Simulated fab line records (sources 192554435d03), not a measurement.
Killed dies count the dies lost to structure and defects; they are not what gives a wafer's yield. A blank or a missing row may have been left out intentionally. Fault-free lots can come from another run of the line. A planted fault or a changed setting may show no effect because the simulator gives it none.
Comparing a struck lot with a sound one | flow n5Finfet | 17 steps out of a route of 1938
Sound: the wafers L497.2, L497.5, L497.6. The struck wafers were L491.2, L491.4, L491.5. Last of all comes the cause.
Each step with rows lists, per side, the tool, then ch with its chambers, then its first start. Under that, the readings that differ: sound wafers | struck wafers | difference of the means | sigmas: that difference in standard deviations of wafers without a fault.
alike: words and numbers the same on both sides, and readings whose means are apart by under 2 such deviations; not compared: readings that were withheld, readings missing a value for some wafer, numbers with overlapping values and no deviation given by the record, and bounds like >300 which may hide the same value.
The two part at a step that has a row with sigmas, a row that says differs or no value, or rows on one side only. Numbers that have no deviation but don't overlap get no sigmas and don't part them. Lack of a reading on every wafer of one side parts them only where that side has two or more wafers.

first, 1 step without rows for these wafers: N5_BEOL_M4_ANNEAL_82 (time 240 s).
N5_BEOL_M4_SPUTTER_86: material Cu, target thk 4.5 nm, time 8.29 s.
  struck on pvdSputter-02, day 10 08:43; sound on pvdSputter-02, day 11 14:52
  alike: throttleValvePct
N5_BEOL_M4_ANNEAL_87: time 240 s.
  struck on pvdSputter-02, day 10 08:48; sound on pvdSputter-02, day 11 14:57
  alike: heaterPowerW, susceptor_temp_C_max
N5_BEOL_M4_SPUTTER_88: material Cu, target thk 4.5 nm, time 8.29 s.
  struck on pvdSputter-02, day 10 08:56; sound on pvdSputter-02, day 11 15:05
  alike: throttleValvePct
then, 1 step without rows for these wafers: N5_BEOL_M4_ANNEAL_89 (time 240 s).
N5_BEOL_M4_SPUTTER_90: material Cu, target thk 4.5 nm, time 8.29 s.
  struck on pvdSputter-02, day 10 09:10; sound on pvdSputter-02, day 11 15:19
  alike: throttleValvePct
then, 5 steps without rows for these wafers: N5_BEOL_M4_ANNEAL_91 (time 240 s); N5_BEOL_M4_SPUTTER_92 (material Cu, target thk 4.5 nm, time 8.29 s); N5_BEOL_M4_ANNEAL_93 (time 240 s); N5_BEOL_M4_SPUTTER_94 (material Cu, target thk 4.5 nm, time 8.29 s); N5_BEOL_M4_ANNEAL_95 (time 240 s).
N5_BEOL_M4_SPUTTER_96: material Cu, target thk 4.5 nm, time 8.29 s.
  struck on pvdSputter-02, day 10 09:49; sound on pvdSputter-02, day 11 15:58
  alike: throttleValvePct
N5_BEOL_M4_ECD_50: material Cu, target thk 300 nm.
  sound on ecdCu-01 ch 0,1, day 11 16:06; struck on ecdCu-01 ch 1, day 10 09:56
then, 1 step without rows for these wafers: N5_BEOL_M4_ANNEAL_51 (time 90 s).
N5_BEOL_M4_CMP_52: polishes, stops on SiOC, t overpolish 6.8 s, target thk 40 nm.
  sound on cmp-04 ch 0,1,2, day 11 16:35; struck on cmp-01 ch 1,3, day 10 10:19
reading             | sound    | struck | difference | sigmas
timeToEndpointS (s) | 64 63 62 | 0 1 0  | -63        | -20
  alike: clearingPlatenDownForcePsi, motorCurrentA
N5_BEOL_M4_RC_MEAS_101:
  the record has rows for the sound wafers here (prober-02 ch 0, day 11 17:14) and none for the struck ones
-- a jump in the record: the struck wafers' starts before and after are 4 days apart (it breaks off in module BEOL_M4 and resumes in module PASSIVATION, where the first step shown is number 1936 of the route) --
N5_PASSIVATION_PROBE_49:
  struck on prober-01, day 14 09:31; sound on prober-02, day 15 15:37
reading                 | sound          | struck         | difference | sigmas
defectLimitedYield (%)  | 88.8 90.8 87.6 | 0 0 0          | -89        | -69
killed_at_M4_up         | 29 27 22       | 1081 1079 1064 | +1049      | +99 or more
killedDies              | 132 109 146    | 1180 1180 1180 | +1051      | +70
killedOnRim             | 17 13 14       | 152 152 152    | +137       | +37
sort_bin_5_function (%) | 7.0 5.5 7.2    | 95.4 95.2 95.3 | +88.7      | +99 or more
sortNPass               | 1048 1071 1034 | 0 0 0          | -1051      | -70
sortYieldPct (%)        | 88.8 90.8 87.6 | 0 0 0          | -89        | -69
  alike: killed_at_M0_to_M3, killedAtContacts, killedAtFrontEnd, killedAtOther, killedOpen, killedShort, sort_bin_6_memory

WHERE THEY PART
First at N5_BEOL_M4_CMP_52; last, within this record, at N5_PASSIVATION_PROBE_49.

WHY: what the simulator had put in
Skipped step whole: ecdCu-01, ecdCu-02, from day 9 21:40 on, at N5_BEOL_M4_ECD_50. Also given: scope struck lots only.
